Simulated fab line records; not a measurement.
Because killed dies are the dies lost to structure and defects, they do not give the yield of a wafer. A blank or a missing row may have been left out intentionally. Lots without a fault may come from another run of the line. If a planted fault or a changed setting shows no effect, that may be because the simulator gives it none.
fab line records ; flow nandHarc ; part 2 of 2: steps 5 to 6 of 6
record lots=21; wafers=63; lastDay=25
route steps=1159 shown A_STAIRCASE@531
lots that met no fault: taken from a fault-free run of the same line
startH: hours from the record's opening day to when the first of the lot's shown wafers began ; waitH: hours elapsed since this lot's preceding step ; " same as the row above ; L1.1+2: one row covering several wafers at once ; - either no value or no given start ; * or withheld: withheld ; < > ~ a bound
route shown NAME@n: a module of which the file shows steps, and the number in the route of the first ; usual: mean/standard deviation taken from wafers without a fault ; same: alike in all rows ; chamber/n: place in a boat ; sites: the reading at each site ; _std_site: the values' standard deviation ; _edge_site: mean of outer sites minus mean of inner sites ; radiusMm: for every site, how far away it sits from the centre of the wafer ; mask NAME#n: copy n ; behind: the last tool/chamber to shape the wafer ; hold: the reason the lot was held/the length of the hold in hours/how it ended ; device: the transistor (n, p or np) that didn't switch ; end of line: the same wafers' tests at the end of the route ; a step with no rows: only its recipe ; killed: not the wafer's yield, but the dies lost to structure and defects at the first sort ; map: per-die view of a wafer (x killed, . not killed, _ where there is no die)
set.NAME: the setting the step ran with; set.NAME@STEP: the setting that earlier step ran with ; model.NAME: the simulator's own value behind a step, which no gauge read
the route's steps for a sample of lots (tables are steps, rows are wafers)
services: the hour from which a tool's chamber was out of use, counted from the record's first day as startH (under 0 if before that day), plus the number of hours and why
## steps
# step NHARC_A_STAIRCASE_TRIM_191
# recipe timeS=211.2; o2FlowSccm=500; arFlowSccm=0; biasW=0; chemistry=O2
# usual drypumpMotorCurrentA=6.0/0.47; oesProductAu=1.000/0.0081; rfVppV=57.8/0.92; showerheadPlenumPTorr=3.51/0.12; throttleValvePct=17.037/0.0094
lot.wafer;tool;chamber;startH;waitH;drypumpMotorCurrentA;oesProductAu;rfHoursCounterH;rfVppV;showerheadPlenumPTorr;throttleValvePct
L077.3;rieDiel-10;0;-;-;5.8;0.996;31;59.0;3.52;17.047
L077.2;rieDiel-10;3;-;-;5.7;0.999;31;57.7;3.59;17.067
L077.5;rieDiel-10;1;-;-;5.2;0.987;-;58.3;3.35;17.042
L075.1;rieDiel-11;0;-;-;6.2;1.000;7;57.1;3.32;17.050
L075.3;rieDiel-11;1;-;-;6.1;1.007;7;58.7;3.49;17.044
L075.6;rieDiel-11;2;-;-;6.0;1.011;-;58.0;3.56;17.049
L074.1;rieDiel-10;0;-;-;5.8;1.000;32;56.6;3.52;17.044
L074.2;rieDiel-10;1;-;-;5.2;1.002;31;57.4;3.35;17.046
L074.5;rieDiel-10;3;-;-;5.7;1.007;-;57.6;3.59;17.046
L079.4;rieDiel-10;2;-;-;5.2;1.005;30;59.5;3.61;17.041
L079.3;rieDiel-10;0;-;-;5.7;0.994;35;58.9;3.52;17.040
L079.5;rieDiel-10;2;-;-;5.2;0.986;-;57.5;3.61;17.042
L076.3;rieDiel-12;2;-;-;6.7;1.000;21;58.4;3.70;17.042
L076.2;rieDiel-12;1;-;-;6.5;0.994;21;58.1;3.30;17.045
L076.5;rieDiel-12;3;-;-;5.8;0.995;-;58.6;3.66;17.029
L080.1;rieDiel-11;2;-;-;6.0;1.007;15;55.9;3.55;17.043
L080.4;rieDiel-11;3;-;-;6.6;1.005;15;57.9;3.61;17.033
L080.6;rieDiel-11;2;-;-;6.0;1.005;-;59.1;3.55;17.032
L081.1;rieDiel-10;0;-;-;5.7;1.008;41;57.2;3.52;17.022
L081.5;rieDiel-10;2;-;-;5.2;1.006;-;58.7;3.61;17.040
L081.6;rieDiel-10;3;-;-;5.7;1.005;-;59.3;3.59;17.055
L082.2;rieDiel-12;0;-;-;5.8;0.992;24;59.8;3.62;17.043
L082.4;rieDiel-12;1;-;-;6.5;1.001;29;56.7;3.30;17.034
L082.6;rieDiel-12;1;-;-;6.5;1.001;-;57.0;3.30;17.015
L083.3;rieDiel-12;2;-;-;6.7;1.003;33;58.5;3.69;17.026
L083.1;rieDiel-12;0;-;-;5.8;0.981;27;56.6;3.62;17.049
L083.4;rieDiel-12;1;-;-;6.5;0.993;33;56.4;3.29;17.038
L084.3;rieDiel-11;3;-;-;6.5;1.012;25;58.2;3.60;17.031
L084.2;rieDiel-11;0;-;-;6.1;1.003;26;56.3;3.31;17.031
L084.1;rieDiel-11;2;-;-;6.1;1.016;24;57.5;3.55;17.044
L085.1;rieDiel-12;1;-;-;6.5;0.993;36;57.4;3.29;17.044
L085.3;rieDiel-12;0;-;-;5.8;0.986;30;58.0;3.62;17.042
L085.6;rieDiel-12;1;-;-;6.5;0.991;-;57.4;3.29;17.039
L086.4;rieDiel-10;2;-;-;5.2;0.995;48;57.6;3.60;17.056
L086.3;rieDiel-10;3;-;-;5.7;1.008;53;57.8;3.58;17.025
L086.6;rieDiel-10;1;-;-;5.2;0.987;-;56.6;3.34;17.039
L090.4;rieDiel-10;3;-;-;5.7;1.007;57;58.1;3.58;17.031
L090.1;rieDiel-10;0;-;-;5.8;1.011;58;57.9;3.51;17.038
L090.3;rieDiel-10;2;-;-;5.2;0.992;52;57.5;3.60;17.042
L089.2;rieDiel-12;1;-;-;6.5;1.001;47;55.7;3.29;17.052
L089.4;rieDiel-12;2;-;-;6.7;0.996;-;58.7;3.68;17.022
L089.6;rieDiel-12;0;-;-;5.9;0.987;-;58.7;3.61;17.037
L091.2;rieDiel-11;0;-;-;6.1;0.997;42;56.5;3.30;17.053
L091.3;rieDiel-11;1;-;-;6.1;1.015;38;58.1;3.47;17.047
L091.4;rieDiel-11;2;-;-;6.1;1.013;39;57.3;3.54;17.025
L093.2;rieDiel-10;3;-;-;5.7;1.003;63;57.6;3.58;17.043
L093.4;rieDiel-10;0;-;-;5.8;1.007;65;57.9;3.51;17.026
L093.5;rieDiel-10;2;-;-;5.2;0.995;-;57.4;3.59;17.040
L092.3;rieDiel-11;0;353.61;-;6.1;0.986;47;58.6;3.30;17.036
L092.4;rieDiel-11;3;353.61;-;6.6;0.996;47;57.6;3.59;17.035
L092.5;rieDiel-11;1;353.61;-;6.2;1.000;-;57.1;3.47;17.019
L094.3;rieDiel-11;3;-;-;6.6;1.001;49;57.4;3.59;17.031
L094.1;rieDiel-11;0;-;-;6.1;1.007;49;57.4;3.30;17.032
L094.2;rieDiel-11;1;-;-;6.1;1.002;45;57.7;3.47;17.040
L095.3;rieDiel-11;2;-;-;6.0;1.005;47;58.1;3.54;17.037
L095.4;rieDiel-11;1;-;-;6.1;1.005;46;58.2;3.47;17.038
L095.5;rieDiel-11;2;-;-;6.0;1.002;-;58.3;3.54;17.024
L096.4;rieDiel-10;2;-;-;5.2;1.006;0;57.0;3.59;17.026
L096.3;rieDiel-10;3;-;-;5.7;0.995;0;57.7;3.57;17.027
L096.6;rieDiel-10;2;-;-;5.2;0.987;-;56.8;3.59;17.036
L097.3;rieDiel-11;0;-;-;6.1;1.004;62;58.8;3.29;17.045
L097.6;rieDiel-11;0;-;-;6.1;1.005;-;56.1;3.29;17.029
L097.5;rieDiel-11;1;-;-;6.1;1.005;-;56.9;3.46;17.042
# step NHARC_A_STAIRCASE_TRIM_200
# recipe timeS=211.2; o2FlowSccm=500; arFlowSccm=0; biasW=0; chemistry=O2
# usual drypumpMotorCurrentA=6.0/0.46; oesProductAu=1.000/0.0069; rfVppV=57.8/0.94; showerheadPlenumPTorr=3.53/0.13; throttleValvePct=17.036/0.0091
lot.wafer;tool;chamber;startH;waitH;drypumpMotorCurrentA;oesProductAu;rfHoursCounterH;rfVppV;showerheadPlenumPTorr;throttleValvePct
L077.2;rieDiel-10;2;-;-;5.2;1.003;27;59.2;3.61;17.035
L077.3;rieDiel-10;3;-;-;5.7;0.996;31;58.5;3.59;17.035
L077.5;rieDiel-10;2;-;-;5.2;1.007;-;59.3;3.61;17.048
L075.1;rieDiel-12;0;-;-;5.9;0.993;14;57.4;3.63;17.035
L075.3;rieDiel-12;2;-;-;6.7;0.997;16;58.2;3.70;17.034
L075.6;rieDiel-12;0;-;-;5.8;0.999;-;58.5;3.63;17.017
L074.1;rieDiel-10;3;-;-;5.7;0.996;32;57.1;3.59;17.034
L074.2;rieDiel-10;1;-;-;5.2;1.002;31;57.7;3.35;17.036
L074.5;rieDiel-10;3;-;-;5.7;1.009;-;57.0;3.59;17.044
L079.4;rieDiel-12;0;-;-;5.8;0.996;19;57.8;3.62;17.030
L079.3;rieDiel-12;3;-;-;5.8;1.005;19;58.4;3.66;17.041
L079.5;rieDiel-12;1;-;-;6.5;1.006;-;55.9;3.30;17.046
L076.3;rieDiel-11;2;-;-;6.0;0.990;13;57.8;3.56;17.025
L076.2;rieDiel-11;3;-;-;6.6;1.004;13;58.4;3.61;17.037
L076.5;rieDiel-11;3;-;-;6.6;1.004;-;57.8;3.61;17.043
L080.1;rieDiel-10;3;-;-;5.7;1.016;37;59.5;3.59;17.038
L080.4;rieDiel-10;1;-;-;5.2;1.003;36;57.0;3.35;17.014
L080.6;rieDiel-10;2;-;-;5.2;0.995;-;58.5;3.61;17.041
L081.1;rieDiel-12;1;-;-;6.5;0.996;28;58.4;3.30;17.044
L081.5;rieDiel-12;2;-;-;6.7;0.990;-;58.6;3.69;17.037
L081.6;rieDiel-12;3;-;-;5.8;0.986;-;58.8;3.66;17.044
L082.2;rieDiel-10;1;-;-;5.2;1.006;38;56.8;3.35;17.034
L082.4;rieDiel-10;2;-;-;5.2;0.999;37;57.0;3.61;17.024
L082.6;rieDiel-10;3;-;-;5.7;1.015;-;59.0;3.59;17.047
L083.3;rieDiel-12;2;-;-;6.7;1.002;33;58.6;3.69;17.025
L083.4;rieDiel-12;0;-;-;5.8;0.995;28;57.2;3.62;17.033
L083.1;rieDiel-12;1;-;-;6.5;1.005;34;57.3;3.29;17.049
L084.2;rieDiel-10;1;-;-;5.2;1.004;42;57.7;3.35;17.029
L084.1;rieDiel-10;2;-;-;5.2;1.007;40;57.9;3.60;17.023
L084.3;rieDiel-10;3;-;-;5.7;1.011;46;57.1;3.59;17.033
L085.1;rieDiel-12;0;-;-;5.8;0.986;30;57.1;3.62;17.042
L085.3;rieDiel-12;1;-;-;6.5;1.002;36;58.6;3.29;17.031
L085.6;rieDiel-12;2;-;-;6.7;1.000;-;57.3;3.69;17.044
L086.3;rieDiel-12;0;-;-;5.8;0.996;39;57.6;3.61;17.041
L086.4;rieDiel-12;0;-;-;5.8;1.000;-;58.0;3.61;17.038
L086.6;rieDiel-12;1;-;-;6.5;1.009;-;57.4;3.29;17.036
L090.3;rieDiel-12;2;-;-;6.7;0.995;41;58.5;3.68;17.035
L090.1;rieDiel-12;1;-;-;6.5;1.005;48;57.7;3.29;17.049
L090.4;rieDiel-12;0;-;-;5.8;0.990;-;57.7;3.61;17.035
L089.2;rieDiel-11;3;-;-;6.5;1.001;40;58.7;3.59;17.061
L089.4;rieDiel-11;2;-;-;6.0;0.994;37;57.7;3.54;17.030
L089.6;rieDiel-11;3;-;-;6.6;0.999;-;57.7;3.59;17.040
L091.2;rieDiel-12;2;-;-;6.7;1.013;44;57.6;3.68;17.033
L091.3;rieDiel-12;3;-;-;5.8;0.993;43;56.8;3.65;17.047
L091.4;rieDiel-12;3;-;-;5.8;0.992;-;56.3;3.65;17.030
L093.2;rieDiel-10;2;-;-;5.2;1.002;58;56.5;3.59;17.030
L093.4;rieDiel-10;3;-;-;5.7;0.995;64;57.3;3.58;17.046
L093.5;rieDiel-10;3;-;-;5.7;1.011;-;57.0;3.58;17.011
L092.3;rieDiel-11;1;-;-;6.1;1.006;44;57.5;3.47;17.026
L092.4;rieDiel-11;3;-;-;6.6;1.003;48;58.7;3.59;17.032
L092.5;rieDiel-11;2;-;-;6.1;1.005;-;56.8;3.54;17.026
L094.2;rieDiel-11;1;-;-;6.1;0.994;46;57.7;3.47;17.023
L094.1;rieDiel-11;2;-;-;6.1;0.997;47;58.5;3.54;17.047
L094.3;rieDiel-11;0;-;-;6.1;0.992;49;57.5;3.30;17.034
L095.3;rieDiel-11;1;-;-;6.1;0.998;47;58.5;3.47;17.052
L095.4;rieDiel-11;3;-;-;6.6;1.004;50;57.9;3.59;17.047
L095.5;rieDiel-11;2;-;-;6.1;1.007;-;58.8;3.54;17.037
L096.4;rieDiel-10;0;-;-;5.8;0.985;1;58.2;3.51;17.036
L096.3;rieDiel-10;1;-;-;5.2;0.996;1;57.2;3.34;17.025
L096.6;rieDiel-10;3;-;-;5.6;0.989;-;57.0;3.58;17.018
L097.3;rieDiel-11;2;-;-;6.0;1.007;61;58.6;3.53;17.038
L097.5;rieDiel-11;2;-;-;6.0;1.007;-;57.0;3.53;17.036
L097.6;rieDiel-11;3;-;-;6.6;0.997;-;57.2;3.58;17.030
## services
tool;chamber;startH;hours;kind
rieDiel-10;0;234.52;-;clean
rieDiel-10;1;234.52;-;clean
rieDiel-10;2;234.52;-;clean
rieDiel-10;3;234.52;-;clean
rieDiel-12;-;237.91;0.1;repair
rieDiel-10;0;259.08;-;clean
rieDiel-10;1;259.08;-;clean
rieDiel-10;2;259.08;-;clean
rieDiel-10;3;259.08;-;clean
rieDiel-12;0;264.66;8.8;repair
rieDiel-12;3;265.34;5.5;repair
rieDiel-10;1;273.55;9.4;repair
rieDiel-10;0;283.61;-;clean
rieDiel-10;1;283.61;-;clean
rieDiel-10;2;283.61;-;clean
rieDiel-10;3;283.61;-;clean
rieDiel-12;3;307.51;4.4;repair
rieDiel-10;0;308.11;-;clean
rieDiel-10;1;308.11;-;clean
rieDiel-10;2;308.11;-;clean
rieDiel-10;3;308.11;-;clean
rieDiel-12;3;331.57;3.6;repair
rieDiel-10;0;332.61;-;clean
rieDiel-12;-;379.62;9.0;pm
